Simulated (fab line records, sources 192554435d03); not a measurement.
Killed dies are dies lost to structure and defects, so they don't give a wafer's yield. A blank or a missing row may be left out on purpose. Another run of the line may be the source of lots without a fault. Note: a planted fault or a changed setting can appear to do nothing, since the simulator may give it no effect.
fab line records -- flow n5_finfet
record lots=15, wafers=43, last_day=17
route steps=1938 shown WELL_APT@55 FIN_SAQP@96 BEOL_M4@1111
lots that met no fault: from a run of the same line without faults
start_h: hours from the record's first day to the start of the lot's first wafer shown -- wait_h: time in hours since the lot's previous step -- " same as the row above -- L1.1+2: several wafers, shown together as one row -- - no value, or no start was given -- * or withheld: withheld -- < > ~ a bound
route shown NAME@n: a module of which the file shows steps, and the number in the route of the first -- usual: mean and standard deviation over wafers with no fault -- same: alike in all rows -- chamber/n: place in a boat -- sites: the reading at each site -- _std_site: standard deviation of those values -- _edge_site: outer sites' mean less inner sites' -- radius_mm: for every site, how far away it sits from the centre of the wafer -- mask NAME#n: copy n -- behind: the most recent tool/chamber to have shaped the wafer -- hold: why the lot went on hold/how many hours it stayed there/how the hold came to an end -- device: whichever transistor did not switch (one of n, p or np) -- end of line: tests run on the same wafers once the route is complete -- for a step that has no rows: nothing shown but its recipe -- killed: dies lost to structure and defects at the first sort, not the wafer's yield -- map: a wafer's dies, x killed, . not, _ none there
set.NAME: the setting that was run; set.NAME@STEP: the one run at that earlier step -- model.NAME: the simulator's own value behind a step, which no gauge read
the route's steps for a sample of lots (tables are steps, rows are wafers)
services: a tool's chamber out of use, with start hour (start_h, from the record's first day; less than 0 if before it), hours out, and reason
## steps
# step N5_WELL_APT_EPI_41
# recipe material=Si, target_thk_a=500, temp_c=650, precursor=SiH4/H2, pressure_torr=20, time_s=297.7
# usual throttle_valve_pct=10.99/0.21
lot.wafer,tool,chamber,start_h,wait_h,throttle_valve_pct
L528.1,epi_rpcvd-04,0,16.25,0.0,10.86
L528.2,epi_rpcvd-04,0,16.25,0.0,10.86
L528.3,epi_rpcvd-04,0,16.25,0.0,10.99
L531.1,epi_rpcvd-04,0,34.15,0.0,10.76
L531.5,epi_rpcvd-04,0,34.15,0.0,10.83
L531.6,epi_rpcvd-04,0,34.15,0.0,10.81
L532.1,epi_rpcvd-03,0,39.92,0.0,11.36
L532.2,epi_rpcvd-03,0,39.92,0.0,11.18
L532.3,epi_rpcvd-03,0,39.92,0.0,11.39
L533.1,epi_rpcvd-02,0,46.89,0.0,10.92
L533.2,epi_rpcvd-02,0,46.89,0.0,10.70
L533.3,epi_rpcvd-02,0,46.89,0.0,10.83
L534.2,epi_rpcvd-02,0,52.86,0.2,10.93
L534.5,epi_rpcvd-02,0,52.86,0.2,11.03
L534.6,epi_rpcvd-02,0,52.86,0.2,10.91
L535.1,epi_rpcvd-03,0,58.28,0.0,11.04
L535.2,epi_rpcvd-03,0,58.28,0.0,11.55
L535.6,epi_rpcvd-03,0,58.28,0.0,11.28
L536.2,epi_rpcvd-03,0,64.78,0.2,11.53
L536.5,epi_rpcvd-03,0,64.78,0.2,10.98
L536.6,epi_rpcvd-03,0,64.78,0.2,11.18
L537.1,epi_rpcvd-04,0,70.07,0.0,11.01
L537.3,epi_rpcvd-04,0,70.07,0.0,10.72
L537.5,epi_rpcvd-04,0,70.07,0.0,10.90
L538.1,epi_rpcvd-02,0,76.60,0.0,11.04
L538.3,epi_rpcvd-02,0,76.60,0.0,11.02
L538.6,epi_rpcvd-02,0,76.60,0.0,10.89
L539.3,epi_rpcvd-04,0,82.72,0.7,10.70
L539.4,epi_rpcvd-04,0,82.72,0.7,10.87
L539.5,epi_rpcvd-04,0,82.72,0.7,10.91
L544.1,epi_rpcvd-02,0,112.95,0.0,11.02
L544.3,epi_rpcvd-02,0,112.95,0.0,10.93
L544.5,epi_rpcvd-02,0,112.95,0.0,10.97
L545.1,epi_rpcvd-04,0,118.33,0.0,10.45
L545.6,epi_rpcvd-04,0,118.33,0.0,10.75
L546.1,epi_rpcvd-04,0,126.25,0.0,10.83
L546.3,epi_rpcvd-04,0,126.25,0.0,10.92
L549.1,epi_rpcvd-03,0,142.27,0.0,11.33
L549.4,epi_rpcvd-03,0,142.27,0.0,11.19
L549.6,epi_rpcvd-03,0,142.27,0.0,11.40
L550.2,epi_rpcvd-02,0,148.39,0.1,11.01
L550.4,epi_rpcvd-02,0,148.39,0.1,11.05
L550.6,epi_rpcvd-02,0,148.39,0.1,10.98
# step N5_FIN_SAQP_HM_DEP_03
# recipe material=SiNx, target_thk_a=380, temp_c=400, precursor=SiH4/NH3/N2, pressure_torr=1.5, rf_w=300, time_s=33.6
# usual heater_power_w=771/99, showerhead_plenum_p_Torr=5.17/0.05, throttle_valve_pct=39.7/1.8
lot.wafer,tool,chamber,start_h,wait_h,heater_power_w,showerhead_plenum_p_Torr,throttle_valve_pct
L528.1,pecvd-04,1,21.55,0.2,1017,5.16,41.3
L528.2,pecvd-04,0,21.55,0.2,740,5.21,38.1
L528.3,pecvd-04,2,21.55,0.2,600,5.10,35.8
L531.1,pecvd-01,0,39.13,0.2,675,5.19,38.8
L531.5,pecvd-01,2,39.13,0.2,829,5.21,38.1
L531.6,pecvd-01,0,39.13,0.2,677,5.18,38.7
L532.1,pecvd-04,2,45.07,0.2,617,5.12,35.9
L532.2,pecvd-04,0,45.07,0.2,761,5.21,38.2
L532.3,pecvd-04,1,45.07,0.2,1034,5.17,41.3
L533.1,pecvd-02,2,53.28,0.2,886,5.09,41.7
L533.2,pecvd-02,0,53.28,0.2,707,5.08,41.5
L533.3,pecvd-02,2,53.28,0.2,903,5.07,41.7
L534.2,pecvd-02,2,57.88,0.2,962,5.08,41.8
L534.5,pecvd-02,2,57.88,0.2,962,5.09,41.7
L534.6,pecvd-02,0,57.88,0.2,760,5.10,41.2
L535.1,pecvd-01,2,63.60,0.2,807,5.22,38.0
L535.2,pecvd-01,0,63.60,0.2,618,5.21,38.4
L535.6,pecvd-01,0,63.60,0.2,621,5.18,38.9
L536.2,pecvd-04,0,69.86,0.2,747,5.21,38.1
L536.5,pecvd-04,2,69.86,0.2,640,5.13,36.0
L536.6,pecvd-04,1,69.86,0.2,988,5.18,41.3
L537.1,pecvd-01,2,75.38,0.2,868,5.21,37.8
L537.3,pecvd-01,0,75.38,0.2,720,5.19,38.7
L537.5,pecvd-01,0,75.38,0.2,718,5.20,38.8
L538.1,pecvd-01,0,82.45,0.2,663,5.19,38.8
L538.3,pecvd-01,0,82.45,0.2,672,5.18,38.9
L538.6,pecvd-01,0,82.45,0.2,672,5.18,39.1
L539.3,pecvd-01,0,88.15,0.1,716,5.18,38.8
L539.4,pecvd-01,0,88.15,0.1,762,5.20,38.8
L539.5,pecvd-01,2,88.15,0.1,798,5.22,37.9
L544.1,pecvd-01,2,118.50,0.2,727,5.21,38.2
L544.3,pecvd-01,1,118.50,0.2,754,5.21,39.8
L544.5,pecvd-01,0,118.50,0.2,716,5.19,39.1
L545.1,pecvd-01,1,123.78,0.2,738,5.21,39.5
L545.6,pecvd-01,2,123.78,0.2,716,5.22,38.2
L546.1,pecvd-01,1,132.95,0.2,644,5.22,40.1
L546.3,pecvd-01,0,132.95,0.2,625,5.20,38.7
L549.1,pecvd-04,1,147.16,0.2,973,5.17,41.7
L549.4,pecvd-04,2,147.16,0.2,630,5.12,36.8
L549.6,pecvd-04,1,147.16,0.2,1009,5.18,41.8
L550.2,pecvd-02,1,153.84,0.2,794,5.17,42.7
L550.4,pecvd-02,1,153.84,0.2,817,5.18,42.7
L550.6,pecvd-02,0,153.84,0.2,709,5.09,41.7
# step N5_FIN_SAQP_THK_MEAS_05
# usual thk_nm=37.9/0.45
lot.wafer,tool,chamber,start_h,wait_h,thk_nm
L528.1,film_metro-02,-,21.64,0.1,38.2
L528.2,film_metro-02,-,21.64,0.1,37.5
L528.3,film_metro-02,-,21.64,0.1,38.2
L531.1,film_metro-01,-,39.21,0.1,37.5
L531.5,film_metro-01,-,39.21,0.1,38.0
L531.6,film_metro-01,-,39.21,0.1,37.8
L532.1,film_metro-01,-,45.16,0.1,37.9
L532.2,film_metro-01,-,45.16,0.1,37.2
L532.3,film_metro-01,-,45.16,0.1,37.0
L533.1,film_metro-01,-,53.40,0.1,37.4
L533.2,film_metro-01,-,53.40,0.1,38.0
L533.3,film_metro-01,-,53.40,0.1,38.1
L534.2,film_metro-02,-,57.97,0.1,37.3
L534.5,film_metro-02,-,57.97,0.1,38.1
L534.6,film_metro-02,-,57.97,0.1,38.1
L535.1,film_metro-01,-,63.72,0.1,37.8
L535.2,film_metro-01,-,63.72,0.1,37.6
L535.6,film_metro-01,-,63.72,0.1,38.1
L536.2,film_metro-01,-,69.95,0.1,37.1
L536.5,film_metro-01,-,69.95,0.1,37.5
L536.6,film_metro-01,-,69.95,0.1,37.5
L537.1,film_metro-02,-,75.46,0.1,38.0
L537.3,film_metro-02,-,75.46,0.1,37.6
L537.5,film_metro-02,-,75.46,0.1,38.5
L538.1,film_metro-02,-,82.57,0.1,37.5
L538.3,film_metro-02,-,82.57,0.1,38.3
L538.6,film_metro-02,-,82.57,0.1,38.3
L539.3,film_metro-02,-,88.24,0.1,36.8
L539.4,film_metro-02,-,88.24,0.1,37.3
L539.5,film_metro-02,-,88.24,0.1,38.0
L544.1,film_metro-01,-,118.59,0.1,25.8
L544.3,film_metro-01,-,118.59,0.1,37.3
L544.5,film_metro-01,-,118.59,0.1,38.6
L545.1,film_metro-02,-,123.86,0.1,25.5
L545.6,film_metro-02,-,123.86,0.1,37.8
L546.1,film_metro-01,-,133.04,0.1,25.7
L546.3,film_metro-01,-,133.04,0.1,37.4
L549.1,film_metro-01,-,147.24,0.1,38.3
L549.4,film_metro-01,-,147.24,0.1,38.7
L549.6,film_metro-01,-,147.24,0.1,38.7
L550.2,film_metro-02,-,153.94,0.1,37.2
L550.4,film_metro-02,-,153.94,0.1,38.1
L550.6,film_metro-02,-,153.94,0.1,37.9
# step N5_FIN_SAQP_PECVD_47
# recipe material=a-Si, target_thk_a=450, temp_c=400, precursor=SiH4/He, pressure_torr=3, rf_w=100, time_s=36.3
# usual heater_power_w=859/130, showerhead_plenum_p_Torr=5.68/0.037, throttle_valve_pct=18.2/1
lot.wafer,tool,chamber,start_h,wait_h,heater_power_w,showerhead_plenum_p_Torr,throttle_valve_pct
L528.1,pecvd-02,2,21.67,0.0,1087,5.63,19.1
L528.2,pecvd-02,0,21.67,0.0,838,5.62,18.6
L528.3,pecvd-02,1,21.67,0.0,894,5.68,19.6
L531.1,pecvd-04,2,39.25,0.0,661,5.66,16.5
L531.5,pecvd-04,2,39.25,0.0,661,5.64,16.5
L531.6,pecvd-04,0,39.25,0.0,802,5.72,17.3
L532.1,pecvd-02,1,45.19,0.0,944,5.68,19.6
L532.2,pecvd-02,0,45.19,0.0,701,5.62,18.9
L532.3,pecvd-02,2,45.19,0.0,974,5.62,19.2
L533.1,pecvd-02,2,53.44,0.0,1048,5.63,19.1
L533.2,pecvd-02,0,53.44,0.0,855,5.62,18.9
L533.3,pecvd-02,2,53.44,0.0,1072,5.63,19.0
L534.2,pecvd-01,2,58.01,0.0,908,5.72,17.1
L534.5,pecvd-01,1,58.01,0.0,773,5.70,18.1
L534.6,pecvd-01,0,58.01,0.0,813,5.70,17.8
L535.1,pecvd-01,2,63.75,0.0,898,5.71,17.2
L535.2,pecvd-01,0,63.75,0.0,803,5.71,17.5
L535.6,pecvd-01,2,63.75,0.0,927,5.73,17.2
L536.2,pecvd-04,2,69.99,0.0,675,5.64,16.5
L536.5,pecvd-04,1,69.99,0.0,1051,5.68,18.7
L536.6,pecvd-04,2,69.99,0.0,679,5.66,16.3
L537.1,pecvd-02,0,75.50,0.0,752,5.62,18.8
L537.3,pecvd-02,2,75.50,0.0,1031,5.62,19.1
L537.5,pecvd-02,0,75.50,0.0,753,5.64,18.8
L538.1,pecvd-04,2,82.60,0.0,723,5.65,16.5
L538.3,pecvd-04,1,82.60,0.0,1031,5.69,18.9
L538.6,pecvd-04,0,82.60,0.0,846,5.73,17.2
L539.3,pecvd-04,0,88.27,0.0,768,5.72,17.5
L539.4,pecvd-04,0,88.27,0.0,789,5.73,17.4
L539.5,pecvd-04,2,88.27,0.0,669,5.65,16.9
L544.1,pecvd-04,2,118.63,0.0,660,5.67,16.8
L544.3,pecvd-04,0,118.63,0.0,833,5.72,17.5
L544.5,pecvd-04,1,118.63,0.0,1024,5.69,18.7
L545.1,pecvd-04,1,123.90,0.0,1075,5.70,18.9
L545.6,pecvd-04,0,123.90,0.0,737,5.71,17.3
L546.1,pecvd-04,2,133.07,0.0,718,5.67,16.7
L546.3,pecvd-04,1,133.07,0.0,973,5.69,18.9
L549.1,pecvd-02,0,147.28,0.0,755,5.63,19.1
L549.4,pecvd-02,0,147.28,0.0,748,5.62,19.0
L549.6,pecvd-02,2,147.28,0.0,976,5.63,19.0
L550.2,pecvd-02,1,153.98,0.0,937,5.68,19.6
L550.4,pecvd-02,0,153.98,0.0,793,5.64,19.2
L550.6,pecvd-02,1,153.98,0.0,918,5.69,19.5
# step N5_FIN_SAQP_OVL_MEAS_17
# recipe points_per_wafer=44
# usual FIN_CORE_OVL=0.0/0.91
# same points_per_wafer=44
lot.wafer,tool,chamber,start_h,wait_h,FIN_CORE_OVL[nm]
L528.1,overlay-01,0,22.37,0.0,-1.9
L528.2,overlay-01,0,22.37,0.0,0.1
L528.3,overlay-01,0,22.37,0.0,0.1
L531.1,overlay-02,0,39.82,0.0,-0.1
L531.5,overlay-02,0,39.82,0.0,0.8
L531.6,overlay-02,0,39.82,0.0,-0.1
L532.1,overlay-01,0,45.76,0.0,-0.3
L532.2,overlay-01,0,45.76,0.0,-0.4
L532.3,overlay-01,0,45.76,0.0,0.6
L533.1,overlay-02,0,54.08,0.0,0.6
L533.2,overlay-02,0,54.08,0.0,0.6
L533.3,overlay-02,0,54.08,0.0,0.4
L534.2,overlay-02,0,58.70,0.0,-1.6
L534.5,overlay-02,0,58.70,0.0,0.0
L534.6,overlay-02,0,58.70,0.0,-0.8
L535.1,overlay-01,0,64.42,0.0,0.4
L535.2,overlay-01,0,64.42,0.0,0.7
L535.6,overlay-01,0,64.42,0.0,1.2
L536.2,overlay-02,0,70.68,0.0,-0.8
L536.5,overlay-02,0,70.68,0.0,-1.1
L536.6,overlay-02,0,70.68,0.0,-0.2
L537.1,overlay-01,0,76.20,0.0,0.6
L537.3,overlay-01,0,76.20,0.0,-0.1
L537.5,overlay-01,0,76.20,0.0,0.5
L538.1,overlay-02,0,83.30,0.0,-0.2
L538.3,overlay-02,0,83.30,0.0,0.2
L538.6,overlay-02,0,83.30,0.0,-0.4
L539.3,overlay-01,0,88.97,0.0,-1.5
L539.4,overlay-01,0,88.97,0.0,-0.6
L539.5,overlay-01,0,88.97,0.0,-0.9
L544.1,overlay-02,0,119.32,0.0,-0.1
L544.3,overlay-02,0,119.32,0.0,-0.6
L544.5,overlay-02,0,119.32,0.0,0.7
L545.1,overlay-01,0,124.47,0.0,1.2
L545.6,overlay-01,0,124.47,0.0,1.3
L546.1,overlay-02,0,133.77,0.0,-0.5
L546.3,overlay-02,0,133.77,0.0,-0.8
L549.1,overlay-02,0,147.97,0.0,0.3
L549.4,overlay-02,0,147.97,0.0,-1.2
L549.6,overlay-02,0,147.97,0.0,0.1
L550.2,overlay-01,0,154.67,0.0,-0.9
L550.4,overlay-01,0,154.67,0.0,0.2
L550.6,overlay-01,0,154.67,0.0,-0.7
# step N5_FIN_SAQP_HM_OPEN_33
# recipe chemistry=CH3F/O2, target=SiNx, mask_material=SiO2, target_depth_a=494, time_s=70.6, pressure_mtorr=30, source_w=395, bias_w=73, Ar_flow_sccm=150, CH3F_flow_sccm=30, O2_flow_sccm=20, ion_energy_ev=120, ends=cleared
# usual drypump_motor_current_A=5.6/0.46, etch_rf_on_time_s=69.3/1.3, oes_o_777_au=0.76/0.079, oes_product_au=0.65/0.072, rf_vpp_V=295.4/2.2, showerhead_plenum_p_Torr=2.00/0.056, throttle_valve_pct=16.40/0.26
lot.wafer,tool,chamber,start_h,wait_h,drypump_motor_current_A,etch_rf_on_time_s,oes_o_777_au,oes_product_au,rf_hours_counter_h,rf_vpp_V,showerhead_plenum_p_Torr,throttle_valve_pct
L528.1,rie_diel-04,0,26.32,0.0,5.6,70.2,0.75,0.63,184,295.1,2.00,16.71
L528.2,rie_diel-04,1,26.32,0.0,5.6,69.0,0.74,0.63,162,297.6,1.99,16.23
L528.3,rie_diel-04,3,26.32,0.0,5.6,68.3,0.80,0.68,129,297.6,1.92,16.03
L531.1,rie_diel-04,2,44.34,0.2,6.6,69.1,0.72,0.61,213,293.8,1.90,16.64
L531.5,rie_diel-04,3,44.34,0.2,5.6,67.8,0.79,0.68,-,297.7,1.92,16.04
L531.6,rie_diel-04,0,44.34,0.2,5.6,68.6,0.74,0.63,-,294.4,2.00,16.72
L532.1,rie_diel-01,0,51.01,0.3,5.4,70.6,0.71,0.59,219,296.8,2.07,16.83
L532.2,rie_diel-01,1,51.01,0.3,4.9,69.1,0.68,0.59,229,291.8,1.97,16.40
L532.3,rie_diel-01,2,51.01,0.3,5.5,67.9,0.77,0.66,124,296.1,2.02,16.17
L533.1,rie_diel-01,2,58.44,0.0,5.5,68.3,0.77,0.66,127,297.9,2.02,16.20
L533.2,rie_diel-01,1,58.44,0.0,4.9,71.2,0.68,0.59,232,292.7,1.97,16.38
L533.3,rie_diel-01,0,58.44,0.0,5.3,71.2,0.71,0.60,223,297.5,2.06,16.86
L534.2,rie_diel-04,0,62.45,0.0,5.6,68.3,0.74,0.62,196,295.8,2.00,16.73
L534.5,rie_diel-04,3,62.45,0.0,5.6,69.2,0.80,0.67,-,295.4,1.92,16.06
L534.6,rie_diel-04,2,62.45,0.0,6.5,70.8,0.71,0.61,-,292.8,1.90,16.64
L535.1,rie_diel-04,0,68.27,0.0,5.6,69.7,0.73,0.61,199,297.6,1.99,16.72
L535.2,rie_diel-04,3,68.27,0.0,5.7,68.5,0.79,0.66,145,295.9,1.92,16.06
L535.6,rie_diel-04,3,68.27,0.0,5.6,69.0,0.78,0.66,-,297.2,1.92,16.07
L536.2,rie_diel-01,1,75.30,0.0,4.9,68.1,0.68,0.59,238,293.8,1.97,16.43
L536.5,rie_diel-01,1,75.30,0.0,4.8,69.6,0.68,0.58,-,291.8,1.97,16.42
L536.6,rie_diel-01,2,75.30,0.0,5.5,68.0,0.76,0.66,-,297.7,2.01,16.20
L537.1,rie_diel-01,1,80.23,0.0,4.8,70.6,0.68,0.59,240,292.1,1.97,16.44
L537.3,rie_diel-01,0,80.23,0.0,5.4,69.7,0.70,0.59,231,296.8,2.06,16.88
L537.5,rie_diel-01,1,80.23,0.0,4.8,71.6,0.68,0.58,-,291.5,1.97,16.43
L538.1,rie_diel-06,3,87.42,0.1,6.8,69.4,0.78,0.66,139,294.9,2.08,16.36
L538.3,rie_diel-06,0,87.42,0.1,5.5,70.6,0.78,0.67,109,298.6,2.09,16.41
L538.6,rie_diel-06,3,87.42,0.1,6.8,71.2,0.77,0.65,-,295.9,2.08,16.37
L539.3,rie_diel-06,2,94.26,0.1,5.4,67.1,0.72,0.61,231,295.2,1.98,16.61
L539.4,rie_diel-06,0,94.26,0.1,5.5,68.0,0.78,0.67,113,298.5,2.09,16.40
L539.5,rie_diel-06,2,94.26,0.1,5.4,69.0,0.72,0.61,-,293.3,1.98,16.61
L544.1,rie_diel-01,3,123.67,0.2,5.8,47.0,0.94,0.81,11,295.2,2.04,16.14
L544.3,rie_diel-01,1,123.67,0.2,4.9,69.2,0.99,0.85,0,292.7,1.97,15.97
L544.5,rie_diel-01,1,123.67,0.2,4.9,71.6,1.00,0.85,-,291.8,1.97,15.95
L545.1,rie_diel-01,2,128.62,0.0,5.5,46.2,0.75,0.63,155,298.7,2.01,16.24
L545.6,rie_diel-01,1,128.62,0.0,4.8,67.2,0.96,0.84,-,292.2,1.97,15.97
L546.1,rie_diel-04,1,138.08,0.0,5.6,47.1,0.71,0.60,199,295.8,1.98,16.32
L546.3,rie_diel-04,0,138.08,0.0,5.6,68.6,0.71,0.60,225,295.8,1.99,16.78
L549.1,rie_diel-06,0,152.96,0.1,5.5,69.5,0.76,0.66,130,298.0,2.09,16.45
L549.4,rie_diel-06,3,152.96,0.1,6.8,70.9,0.75,0.64,-,296.1,2.08,16.42
L549.6,rie_diel-06,0,152.96,0.1,5.5,71.2,0.77,0.65,-,297.6,2.08,16.45
L550.2,rie_diel-01,3,158.78,0.1,5.8,67.3,0.91,0.78,26,293.0,2.04,16.17
L550.4,rie_diel-01,0,158.78,0.1,5.4,67.1,0.98,0.84,3,295.7,2.05,16.43
L550.6,rie_diel-01,3,158.78,0.1,5.8,68.5,0.91,0.78,-,294.8,2.04,16.18
# step N5_BEOL_M4_RC_MEAS_101
# usual DIBL_N=36.4/1.5, DIBL_P=36.6/1.9, IOFF_N=0.155/0.021, IOFF_P=0.211/0.028, ION_N=671/8.6, ION_P=462/5.8, SS_N=71.5/0.5, SS_P=73.4/0.58, VT_N=250.1/2.4, VT_P=-250.1/3
lot.wafer,tool,chamber,start_h,wait_h,DIBL_N[mV/V],DIBL_P[mV/V],IOFF_N[nA/um],IOFF_P[nA/um],ION_N[uA/um],ION_P[uA/um],SS_N[mV/dec],SS_P[mV/dec],VT_N[mV],VT_P[mV]
L528.1,prober-02,0,167.86,0.0,35.7,35.0,0.134,0.193,674,457,71.2,72.5,250.6,-250.8
L528.2,prober-02,0,167.86,0.0,35.3,35.4,0.138,0.200,667,464,71.4,72.0,248.9,-251.9
L528.3,prober-02,0,167.86,0.0,35.8,34.5,0.142,0.189,685,461,71.5,72.8,250.2,-252.8
L531.1,prober-01,0,186.47,0.0,37.2,39.2,0.161,0.217,673,462,71.3,73.6,252.4,-251.4
L531.5,prober-01,0,186.47,0.0,38.2,39.4,0.176,0.220,674,460,72.0,73.9,250.6,-250.6
L531.6,prober-01,0,186.47,0.0,34.9,36.1,0.127,0.173,660,453,71.1,72.8,256.3,-252.3
L532.1,prober-02,0,186.99,0.0,35.9,35.7,0.146,0.173,668,450,71.1,73.6,250.3,-254.6
L532.2,prober-02,0,186.99,0.0,34.8,34.6,0.130,0.158,665,448,70.9,73.4,251.9,-256.9
L532.3,prober-02,0,186.99,0.0,36.2,35.7,0.145,0.171,664,456,70.9,73.4,248.6,-255.1
L533.1,prober-01,0,190.62,0.0,34.9,34.8,0.137,0.224,657,464,70.6,72.8,254.1,-246.3
L533.2,prober-01,0,190.62,0.0,34.0,33.9,0.129,0.204,661,463,70.9,72.6,256.0,-251.0
L533.3,prober-01,0,190.62,0.0,33.9,33.5,0.126,0.202,660,466,71.0,72.7,249.6,-251.1
L534.2,prober-02,0,207.85,0.2,36.5,36.7,0.155,0.208,673,460,71.6,73.4,250.9,-250.0
L534.5,prober-02,0,207.85,0.2,34.8,33.9,0.126,0.179,664,459,71.2,72.0,250.4,-253.1
L534.6,prober-02,0,207.85,0.2,36.1,36.1,0.144,0.205,669,462,71.3,73.7,252.1,-252.4
L535.1,prober-01,0,208.23,0.0,37.1,38.8,0.171,0.237,675,466,72.0,73.4,248.3,-246.5
L535.2,prober-01,0,208.23,0.0,36.5,37.6,0.168,0.222,674,463,71.3,73.5,247.9,-247.4
L535.6,prober-01,0,208.23,0.0,36.7,38.3,0.163,0.237,675,464,71.5,73.5,249.0,-246.5
L536.2,prober-01,0,214.80,0.2,35.8,36.1,0.159,0.205,677,461,71.3,73.3,249.3,-251.5
L536.5,prober-01,0,214.80,0.2,37.2,38.0,0.187,0.236,683,462,71.7,73.5,245.6,-248.7
L536.6,prober-01,0,214.80,0.2,34.7,35.6,0.134,0.195,658,456,70.5,73.3,251.4,-252.2
L537.1,prober-02,0,224.30,0.0,37.3,36.8,0.157,0.208,676,460,71.5,73.1,250.6,-246.9
L537.3,prober-02,0,224.30,0.0,36.9,34.5,0.142,0.175,670,454,71.5,72.3,249.8,-251.8
L537.5,prober-02,0,224.30,0.0,38.4,37.2,0.170,0.222,679,466,71.0,73.1,250.6,-248.8
L538.1,prober-02,0,230.69,0.0,35.1,37.2,0.155,0.237,672,468,71.5,73.1,249.5,-246.7
L538.3,prober-02,0,230.69,0.0,34.4,36.2,0.144,0.221,669,458,71.2,73.0,250.6,-246.5
L538.6,prober-02,0,230.69,0.0,33.7,35.3,0.133,0.204,662,461,71.7,72.8,252.6,-252.6
L539.3,prober-02,0,237.28,0.3,38.7,38.5,0.179,0.225,667,459,71.6,74.1,249.6,-251.0
L539.4,prober-02,0,237.28,0.3,37.9,37.2,0.162,0.197,675,458,72.3,73.1,250.2,-252.6
L539.5,prober-02,0,237.28,0.3,35.8,34.8,0.128,0.170,660,449,71.3,73.0,255.4,-253.6
L545.1,prober-01,0,268.67,0.0,38.7,39.2,0.199,0.250,683,461,72.7,74.1,246.7,-248.2
L545.6,prober-01,0,268.67,0.0,37.6,37.9,0.167,0.225,669,466,71.7,73.4,250.1,-247.8
L544.1,prober-01,0,273.76,0.0,39.1,39.2,0.190,0.275,679,467,72.3,74.1,246.8,-247.9
L544.3,prober-01,0,273.76,0.0,37.2,37.2,0.149,0.240,665,462,71.5,73.4,249.9,-250.2
L544.5,prober-01,0,273.76,0.0,38.2,38.3,0.169,0.260,671,471,71.9,73.4,249.4,-246.3
L546.1,prober-02,0,277.96,0.0,37.4,39.8,0.206,0.256,680,468,71.8,73.8,246.9,-246.8
L546.3,prober-02,0,277.96,0.0,35.9,38.0,0.169,0.232,677,467,71.0,73.0,249.7,-247.9
L550.2,prober-01,0,297.41,0.2,32.6,33.7,0.128,0.168,670,469,71.4,72.8,252.5,-250.6
L550.4,prober-01,0,297.41,0.2,34.9,35.5,0.152,0.209,677,471,71.3,73.7,249.9,-246.6
L550.6,prober-01,0,297.41,0.2,34.2,34.8,0.143,0.188,679,467,71.7,73.1,251.6,-253.1
L549.1,prober-01,0,303.81,0.0,39.8,41.7,0.233,0.282,702,480,72.2,74.6,243.9,-246.3
L549.4,prober-01,0,303.81,0.0,39.0,41.0,0.208,0.272,686,467,72.0,74.7,247.7,-247.1
L549.6,prober-01,0,303.81,0.0,38.5,39.3,0.171,0.232,672,463,71.9,73.8,251.6,-249.3
## services
tool,chamber,start_h,hours,kind
rie_diel-01,0,1.75,8.3,repair
pecvd-02,-,9.08,1.5,repair
pecvd-01,-,13.27,0.9,repair
rie_diel-01,3,29.60,32.2,repair
epi_rpcvd-04,-,42.99,0.5,pm
epi_rpcvd-04,-,51.50,2.8,pm
pecvd-02,1,51.89,2.1,scheduled_down
rie_diel-04,1,57.67,9.6,repair
pecvd-01,2,58.59,2.1,scheduled_down
epi_rpcvd-02,-,62.08,2.8,pm
pecvd-01,1,63.26,5.0,scheduled_down
pecvd-02,-,64.73,0.8,repair
rie_diel-01,3,80.03,-,clean
rie_diel-01,3,80.03,-,consumable_replace:focus_ring
rie_diel-01,3,80.03,17.7,scheduled_down
pecvd-01,1,80.77,2.1,scheduled_down
rie_diel-01,1,86.89,2.2,repair
pecvd-04,1,93.22,5.5,scheduled_down
rie_diel-06,3,95.74,5.3,repair
rie_diel-06,1,102.17,2.4,repair
rie_diel-01,-,104.58,0.5,repair
pecvd-02,0,108.97,2.1,scheduled_down
epi_rpcvd-02,-,114.54,6.6,repair
rie_diel-06,0,118.56,6.0,repair
## key
first_sign step=N5_FIN_SAQP_THK_MEAS_05, reading=thk_nm, direction=down, sigmas=27, usual=*, struck=*
effect step=N5_FIN_SAQP_HM_OPEN_33, reading=etch_rf_on_time_s, direction=down, sigmas=18, usual=*, struck=*
met_at N5_FIN_SAQP_HM_DEP_03
struck_lots L544,L545,L546
struck_wafers L544.1,L545.1,L546.1
sort_left_out L544.1,L545.1,L546.1
not_acting_at N5_WELL_APT_EPI_41,N5_FIN_SAQP_PECVD_47,N5_FIN_SAQP_OVL_MEAS_17
onset_between 88.15 118.50
fault kind=process_parameter_drift, tool=pecvd-01, chamber=-, onset_h=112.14, steps=N5_FIN_SAQP_HM_DEP_03, channel=time_s, offset=*, shape=step, end_h=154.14, scope=struck_wafers_only, acts_in=*, stated=*
# sort_left_out: the simulated sort isn't trusted on such a fault, so these wafers' sort isn't shown, and their yield isn't known
